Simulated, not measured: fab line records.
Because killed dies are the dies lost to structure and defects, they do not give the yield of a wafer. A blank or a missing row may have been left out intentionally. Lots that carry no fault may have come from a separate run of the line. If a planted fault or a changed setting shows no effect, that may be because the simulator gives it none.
A single fault, viewed from 3 desks | flow n5Finfet | every desk sees just its own numbers, and what lay behind them comes last

== FROM THE METROLOGY DESK ==
Means of the sampled wafers that have a number, per lot and without regard to the tool the lot ran on: this is what the gauges read. If a lot's mean is further than 4 standard deviations from the usual mean, the lot is out of limits and carries the mark OUT (the distance appears in the brackets).
Columns: A = M10_THK at N5_BEOL_M10_THK_MEAS_53, usual 140 nm; B = M10_RS at N5_BEOL_M10_RS_MEAS_57, usual 0.152 ohm/sq; C = M11_ILD_THK at N5_BEOL_M11_THK_MEAS_01, usual 269 nm; D = cdNm at N5_BEOL_M11_CD_MEAS_11, usual 64.2 nm; E = M11_OVL at N5_BEOL_M11_OVL_MEAS_12, usual 0.0 nm; F = cdNm at N5_BEOL_M11_CD_MEAS_18, usual 70.0 nm; G = cdNm at N5_BEOL_M11_CD_MEAS_28, usual 69.4 nm
lot  | first seen here | A   | B     | C   | D    | E    | F    | G
L344 | day 13 04:19    | 137 | 0.155 | 275 | 64.3 | 0.8  | 70.0 | 68.4
L347 | day 13 15:42    | 139 | 0.152 | 271 | 64.5 | -0.7 | 69.9 | 69.7
L343 | day 13 15:44    | 137 | 0.155 | 273 | 64.7 | 0.6  | 70.1 | 69.5
L346 | day 14 13:57    | 138 | 0.152 | 267 | 64.1 | 0.3  | 70.1 | 69.6
L350 | day 15 06:07    | 142 | 0.149 | 272 | 63.6 | -0.0 | 69.3 | 68.9
Result from this desk: across the 5 lots, nothing is out of limits.

== TOOL OWNER'S DESK, pecvd-02 ==
The tool's own readings at N5_BEOL_M11_PECVD_70 (deposits SiO2 from TEOS/O2, target thk 20 nm, time 22.7 s): means of the sampled wafers that have a number, for each lot that ran on this tool. If a lot's mean is further than 4 standard deviations from the usual mean, the lot is out of limits and carries the mark OUT (the distance appears in the brackets).
Columns: A = heaterPowerW at N5_BEOL_M11_PECVD_70, usual 697 W; B = showerheadPlenumPTorr at N5_BEOL_M11_PECVD_70, usual 8.74 Torr; C = susceptorTempC at N5_BEOL_M11_PECVD_70, usual 400.00 C; D = throttleValvePct at N5_BEOL_M11_PECVD_70, usual 21.4 %
lot  | first seen here | A   | B    | C      | D
L344 | day 13 05:09    | 680 | 8.73 | 400.13 | 20.3
L346 | day 14 14:47    | 801 | 8.71 | 399.82 | 19.6
Result from this desk: across the 2 lots, nothing is out of limits.

== THE DEFECT DESK ==
Inspection counts along the route, by lot: the mean over sampled wafers that carry a number. If a lot's mean is further than 4 standard deviations from the usual mean, the lot is out of limits and carries the mark OUT (the distance appears in the brackets).
Columns: A = rawDefectCount at N5_BEOL_M10_INSPECT_58, usual 68; B = rawDefectCount at N5_BEOL_M11_INSPECT_13, usual 398
lot  | first seen here | A  | B
L344 | day 13 04:28    | 67 | 363
L347 | day 13 15:52    | 60 | 377
L343 | day 13 15:54    | 47 | 371
L346 | day 14 14:07    | 52 | 411
L350 | day 15 06:17    | 65 | 369
Result from this desk: across the 5 lots, nothing is out of limits.

== TAKEN TOGETHER ==
Metrology desk: nothing out of limits seen.
Nothing out of limits was seen by the tool owner's desk.
Nothing out of limits was seen by the defect desk.

== WHAT THE SIMULATOR PUT IN ==
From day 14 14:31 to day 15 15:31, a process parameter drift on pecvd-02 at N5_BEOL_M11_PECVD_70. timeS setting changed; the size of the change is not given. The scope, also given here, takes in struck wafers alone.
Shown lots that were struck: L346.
